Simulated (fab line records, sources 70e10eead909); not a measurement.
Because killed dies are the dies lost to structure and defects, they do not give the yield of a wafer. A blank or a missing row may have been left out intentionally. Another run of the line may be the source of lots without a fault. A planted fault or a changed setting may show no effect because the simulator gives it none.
Chamber matching    flow nand_harc    rie_diel-02 running NHARC_A_STAIRCASE_DESCUM_291: 4 sister chambers
The step chemistry O2, time 3 s. 8 wafers are shown with their chamber, then 11 later ones without.

== WAFERS WITH THEIR CHAMBER ==
wafer   chamber  drypump_motor_current_A (A)  oes_product_au (a.u.)
L083.4  3        6.4                          0.989
L083.6  1        5.1                          1.014
L086.1  0        6.3                          0.990
L086.4  1        5.1                          1.006
L090.1  0        6.3                          0.997
L090.2  2        5.6                          1.016
L090.4  3        6.5                          0.998
L089.1  2        5.6                          1.002

== WAFERS WITHOUT THEIR CHAMBER ==
wafer   drypump_motor_current_A (A)  oes_product_au (a.u.)
L089.2  6.4                          1.001
L089.5  6.3                          0.989
L093.1  5.7                          1.017
L093.2  6.4                          1.002
L093.3  5.1                          0.999
L093.4  6.3                          0.990
L093.5  5.1                          0.993
L093.6  5.7                          1.016
L095.3  6.3                          0.998
L095.5  5.1                          1.002
L095.6  6.3                          0.990

== EACH ONE'S CHAMBER ==
wafer   from the rows above      in truth
L089.2  can't be placed: 3 or 0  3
L089.5  0                        0
L093.1  2                        2
L093.2  can't be placed: 3 or 0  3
L093.3  1                        1
L093.4  0                        0
L093.5  1                        1
L093.6  2                        2
L095.3  0                        0
L095.5  1                        1
L095.6  0                        0
Correct placement for 9 of the 11. Can't be placed from these rows: 2 (the true chamber is among the candidates in 2). Number placed wrongly: 0.
How it was worked out, from the rows above alone: a wafer's distance from a chamber is the root of the sum, over the readings, of the square of ((its reading less the chamber's mean) divided by the reading's scatter). If the next closest chamber is less than 2 further off than the closest, the wafer can't be placed; otherwise it belongs to the closest. The mean given for a chamber averages the wafers shown for that chamber. The scatter: the root of (the sum of the squares of (reading less its chamber's mean) over the shown wafers, divided by (wafers less chambers)).
